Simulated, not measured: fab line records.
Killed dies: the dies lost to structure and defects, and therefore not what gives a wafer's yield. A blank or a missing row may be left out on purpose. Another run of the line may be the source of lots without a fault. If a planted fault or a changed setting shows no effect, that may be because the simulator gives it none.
fab line records + flow nandHarc
[record]
- lots = 6
- wafers = 18
- lastDay = 24
route steps=1159 shown P_GATE@127
lots with no fault: from the same line, run without faults
startH: the number of hours between the record's first day and the start of the first shown wafer of the lot + waitH: how many hours have passed since the lot's step before this one + " unchanged from the row above + L1.1+2: a single row standing in for several wafers + - no value, or no start was given + * or withheld: withheld + < > ~ a bound
route shown NAME@n: names a module that has steps shown in the file, with the first one's number in the route + usual: mean and standard deviation over wafers with no fault + same: alike in all rows + chamber/n: place in a boat + sites: readings site by site + _std_site: standard deviation across them + _edge_site: the outer-site mean with the inner-site mean subtracted + radiusMm: for every site, how far away it sits from the centre of the wafer + mask NAME#n: copy n + behind: the last tool/chamber to shape the wafer + hold: why the lot went on hold/how many hours it stayed there/how the hold came to an end + device: which transistor (n, p or np) failed to switch + end of line: the route-end tests of the same wafers + a step without rows: its recipe alone + killed: count of dies lost to structure and defects at first sort (not the wafer's yield) + map: the dies of a wafer, with x for killed, . for not killed, _ for no die there
set.NAME: the setting the step ran with; set.NAME@STEP: the setting that earlier step ran with + model.NAME: the simulator's own value behind a step, which no gauge read
a table for each step, a row for each wafer; lots at some steps of the route
services: a tool's chamber out of use, with start hour (startH, from the record's first day; less than 0 if before it), hours out, and reason
[[steps]]
[step NHARC_P_GATE_PRECLEAN_71]
[recipe]
- timeS = *
- tempC = 50
- bathAgeMin = 0
- chemistry = SC1
[step NHARC_P_GATE_SRD_72]
[step NHARC_P_GATE_OXIDE_16]
[recipe]
- targetThkA = 30
- tempC = 875
- oxTimeS = 392
- material = SiO2
[step NHARC_P_GATE_CVD_17]
[recipe]
- targetThkA = 1500
- tempC = 620
- timeS = 900
- material = poly-Si
[step NHARC_P_GATE_HM_DEP_102]
[recipe]
- targetThkA = 1200
- tempC = 400
- material = aC
[usual]
- throttleValvePct = 35.000/0.0089
| lot.wafer | tool      | chamber | startH | waitH | throttleValvePct |
|-----------|-----------|---------|--------|-------|------------------|
| L205.2    | aclDep-03 | 0       | 87.49  | 0.5   | 34.996           |
| L205.5    | "         | 0       | "      | "     | 35.002           |
| L205.6    | "         | 0       | "      | "     | 35.000           |
| L206.1    | aclDep-03 | 0       | 101.22 | 0.4   | 34.989           |
| L206.2    | "         | 0       | "      | "     | 34.994           |
| L206.4    | "         | 0       | "      | "     | 34.992           |
| L215.2    | aclDep-01 | 0       | 165.35 | 1.5   | 35.002           |
| L215.4    | "         | 0       | "      | "     | 34.998           |
| L215.5    | "         | 0       | "      | "     | 35.008           |
| L217.3    | aclDep-02 | 0       | 165.60 | 1.8   | 35.015           |
| L217.5    | "         | 0       | "      | "     | 34.988           |
| L217.6    | "         | 0       | "      | "     | 35.001           |
| L220.1    | aclDep-01 | 0       | 178.57 | 3.2   | 34.992           |
| L220.2    | "         | 0       | "      | "     | 35.003           |
| L220.4    | "         | 0       | "      | "     | 34.999           |
| L227.2    | aclDep-03 | 0       | 220.55 | 2.6   | 34.998           |
| L227.5    | "         | 0       | "      | "     | 35.000           |
| L227.6    | "         | 0       | "      | "     | 34.992           |
[step NHARC_P_GATE_DEP_103]
[recipe]
- targetThkA = 300
- targetThkNm = 30
- tempC = 400
- flowSccm = 200
- rfW = 350
- material = SiON
[usual]
- heaterPowerW = 714/87
| lot.wafer | tool     | chamber | startH | waitH | heaterPowerW |
|-----------|----------|---------|--------|-------|--------------|
| L205.2    | pecvd-02 | 1       | 88.05  | 0.5   | 810          |
| L205.5    | "        | 1       | "      | "     | 819          |
| L205.6    | "        | 0       | "      | "     | 601          |
| L206.2    | pecvd-02 | 0       | 101.90 | 0.5   | 732          |
| L206.1    | "        | 1       | "      | "     | 729          |
| L206.4    | "        | 2       | "      | "     | 694          |
| L215.2    | pecvd-01 | 2       | 166.20 | 0.7   | 643          |
| L215.4    | "        | 0       | "      | "     | 798          |
| L215.5    | "        | 0       | "      | "     | 808          |
| L217.3    | pecvd-01 | 2       | 166.55 | 0.8   | 580          |
| L217.5    | "        | 0       | "      | "     | 707          |
| L217.6    | "        | 2       | "      | "     | 570          |
| L220.1    | pecvd-04 | 0       | 179.24 | 0.6   | 835          |
| L220.2    | "        | 2       | "      | "     | 747          |
| L220.4    | "        | 0       | "      | "     | 833          |
| L227.2    | pecvd-01 | 0       | 221.11 | 0.5   | 741          |
| L227.5    | "        | 1       | "      | "     | 841          |
| L227.6    | "        | 2       | "      | "     | 642          |
[step NHARC_P_GATE_DEHYDRATE_18]
[recipe]
- tempC = 150
- timeS = 120
[step NHARC_P_GATE_HMDS_19]
[recipe]
- timeS = 30
[step NHARC_P_GATE_COAT_20]
[recipe]
- spinRpm = 1500
- resistThkNm = 90
[step NHARC_P_GATE_SOFTBAKE_21]
[recipe]
- tempC = 105
- timeS = 55
[step NHARC_P_GATE_EBR_22]
[step NHARC_P_GATE_EXPOSE_23]
[recipe]
- na = 1.35
- targetCdNm = 120
- doseMj = 93.91
- maskId = P_GATE
[step NHARC_P_GATE_PEB_24]
[recipe]
- pebTempC = 100
- pebTimeS = 65
[usual]
- heaterPowerTotalW = 156.6/0.43
| lot.wafer | tool          | chamber | startH | waitH | heaterPowerTotalW |
|-----------|---------------|---------|--------|-------|-------------------|
| L205.2    | lithoTrack-01 | 0       | 88.67  | 0.1   | 157.1             |
| L205.5    | "             | 0       | "      | "     | 156.2             |
| L205.6    | "             | 0       | "      | "     | 157.0             |
| L206.1    | lithoTrack-06 | 0       | 102.61 | 0.1   | 156.4             |
| L206.2    | "             | 0       | "      | "     | 156.0             |
| L206.4    | "             | 0       | "      | "     | 155.9             |
| L215.2    | lithoTrack-06 | 0       | 166.85 | 0.1   | 346.9             |
| L215.4    | "             | 0       | "      | "     | 345.1             |
| L215.5    | "             | 0       | "      | "     | 347.2             |
| L217.3    | lithoTrack-04 | 0       | 167.12 | 0.1   | 157.2             |
| L217.5    | "             | 0       | "      | "     | 156.0             |
| L217.6    | "             | 0       | "      | "     | 157.2             |
| L220.1    | lithoTrack-06 | 0       | 179.74 | 0.1   | 344.0             |
| L220.2    | "             | 0       | "      | "     | 346.9             |
| L220.4    | "             | 0       | "      | "     | 347.0             |
| L227.2    | lithoTrack-01 | 0       | 221.71 | 0.1   | 157.1             |
| L227.5    | "             | 0       | "      | "     | 156.3             |
| L227.6    | "             | 0       | "      | "     | 156.9             |
[step NHARC_P_GATE_DEVELOP_25]
[recipe]
- developTimeS = 35
- devTempC = 23
[step NHARC_P_GATE_CD_MEAS_26]
[recipe]
- targetCdNm = 120
- landingEnergyEv = 500
[usual]
- cdNm = 119.7/0.59
| lot.wafer | tool     | chamber | startH | waitH | hold                    | cdNm  |
|-----------|----------|---------|--------|-------|-------------------------|-------|
| L205.2    | cdSem-02 | 0       | 88.75  | -     | -                       | 119.5 |
| L205.5    | "        | 0       | "      | "     | -                       | 119.5 |
| L205.6    | "        | 0       | "      | "     | -                       | 119.4 |
| L206.1    | cdSem-02 | 0       | 102.69 | -     | -                       | 119.5 |
| L206.2    | "        | 0       | "      | "     | -                       | 119.1 |
| L206.4    | "        | 0       | "      | "     | -                       | 119.3 |
| L215.2    | cdSem-02 | 0       | 166.93 | -     | awaitDispo/0.2h/release | 186.0 |
| L215.4    | "        | 0       | "      | "     | awaitDispo/0.2h/release | 185.4 |
| L215.5    | "        | 0       | "      | "     | awaitDispo/0.2h/release | 185.4 |
| L215.2    | cdSem-02 | 0       | -      | -     | -                       | 186.1 |
| L215.4    | "        | 0       | "      | "     | -                       | 185.4 |
| L215.5    | "        | 0       | "      | "     | -                       | 185.5 |
| L217.3    | cdSem-01 | 0       | 167.20 | -     | -                       | 120.0 |
| L217.5    | "        | 0       | "      | "     | -                       | 119.6 |
| L217.6    | "        | 0       | "      | "     | -                       | 120.1 |
| L220.1    | cdSem-01 | 0       | 179.82 | -     | awaitDispo/0.2h/release | 185.9 |
| L220.2    | "        | 0       | "      | "     | awaitDispo/0.2h/release | 185.5 |
| L220.4    | "        | 0       | "      | "     | awaitDispo/0.2h/release | 185.2 |
| L220.1    | cdSem-01 | 0       | -      | -     | -                       | 185.6 |
| L220.2    | "        | 0       | "      | "     | -                       | 185.1 |
| L220.4    | "        | 0       | "      | "     | -                       | 185.5 |
| L227.2    | cdSem-01 | 0       | 221.79 | -     | -                       | 119.9 |
| L227.5    | "        | 0       | "      | "     | -                       | 119.2 |
| L227.6    | "        | 0       | "      | "     | -                       | 119.4 |
[[services]]
| tool          | chamber | startH | hours | kind      |
|---------------|---------|--------|-------|-----------|
| pecvd-01      | 0       | 69.25  | -     | clean     |
| pecvd-01      | 1       | 69.25  | -     | clean     |
| pecvd-01      | 2       | 69.25  | -     | clean     |
| lithoTrack-01 | -       | 93.00  | 7.0   | pm        |
| aclDep-01     | -       | 112.79 | 13.0  | pm        |
| lithoTrack-06 | -       | 117.00 | 7.0   | pm        |
| lithoTrack-04 | -       | 141.00 | 7.0   | pm        |
| pecvd-02      | -       | 153.00 | 13.0  | pm        |
| pecvd-02      | 0       | 153.00 | 13.0  | ventCycle |
| pecvd-02      | 1       | 153.00 | 13.0  | ventCycle |
| pecvd-02      | 2       | 153.00 | 13.0  | ventCycle |
| pecvd-01      | 1       | 164.34 | 4.4   | repair    |
| pecvd-02      | 0       | 166.00 | -     | clean     |
| pecvd-02      | 1       | 166.00 | -     | clean     |
| pecvd-02      | 2       | 166.00 | -     | clean     |
| aclDep-02     | -       | 169.22 | 13.0  | pm        |
| pecvd-02      | -       | 191.04 | 1.7   | repair    |
| pecvd-04      | -       | 195.00 | 13.0  | pm        |
| pecvd-04      | 0       | 195.00 | 13.0  | ventCycle |
| pecvd-04      | 1       | 195.00 | 13.0  | ventCycle |
| pecvd-04      | 2       | 195.00 | 13.0  | ventCycle |
| aclDep-01     | -       | 206.22 | 7.6   | repair    |
| pecvd-04      | -       | 208.73 | 1.2   | repair    |
| pecvd-01      | -       | 208.96 | 1.6   | repair    |
[[key]]
[firstSign]
- step = NHARC_P_GATE_PEB_24
- reading = heaterPowerTotalW
- direction = up
- sigmas = 99+
- usual = *
- struck = *
[effect]
- step = NHARC_P_GATE_CD_MEAS_26
- reading = visit
- direction = added
[effect]
- step = NHARC_P_GATE_CD_MEAS_26
- reading = cdNm
- direction = up
- sigmas = 99+
- usual = 119.7
- struck = 185.6
metAt NHARC_P_GATE_PEB_24
struckWafers L215.2,L215.4,L215.5,L220.1,L220.2,L220.4
scrappedBehind NHARC_P_GATE_CD_MEAS_26 L215.2,L215.4,L215.5,L220.1,L220.2,L220.4
onsetBetween 102.61 166.85
[fault]
- kind = processParameterDrift
- tool = lithoTrack-06
- chamber = -
- onsetH = 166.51
- steps = NHARC_P_GATE_PEB_24
- channel = pebTimeS
- offset = *
- shape = step
- endH = 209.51
- actsIn = *
- stated = *
